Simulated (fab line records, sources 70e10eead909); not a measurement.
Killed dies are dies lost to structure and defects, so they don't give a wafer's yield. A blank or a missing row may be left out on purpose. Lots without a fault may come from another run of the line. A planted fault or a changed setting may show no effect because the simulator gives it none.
Chamber matching | flow nand_harc | NHARC_A_CHANNEL_HOLE_D1_ETCH_44 on rie_diel-06: 4 sister chambers
The step etches the open film in CF4/O2, target depth 140 nm, overetch 14 nm, time 77 s. 4 wafers are shown with their chamber, then 7 later ones without.

WAFERS WITH THEIR CHAMBER
wafer  | chamber | drypump_motor_current_A (A)
L079.2 | 2       | 5.8
L079.4 | 1       | 5.2
L088.1 | 3       | 5.9
L088.2 | 0       | 5.0

WAFERS WITHOUT THEIR CHAMBER
wafer  | drypump_motor_current_A (A)
L088.4 | 5.8
L091.1 | 5.0
L091.5 | 5.0
L091.6 | 5.2
L094.1 | 5.9
L094.3 | 4.9
L094.4 | 5.2

WHICH CHAMBER EACH WENT THROUGH
wafer  | from the rows above | in truth
L088.4 | 2                   | 2
L091.1 | 0                   | 0
L091.5 | 0                   | 0
L091.6 | 1                   | 1
L094.1 | 3                   | 3
L094.3 | 0                   | 0
L094.4 | 1                   | 1
Placed correctly: 7 of 7. Can't be placed from these rows: 0. Placed wrongly: 0.
How it was worked out, from the rows above alone: a wafer's distance from a chamber is the root of the sum, over the readings, of the square of ((its reading less the chamber's mean) divided by the reading's scatter). The wafer belongs to the nearest chamber; if the next one is less than 2 further off, it can't be placed. A chamber's mean is the mean of its shown wafers. The scatter: with one shown wafer a chamber, the root of the mean of the squares of how far each hidden wafer lies from its nearest shown one.
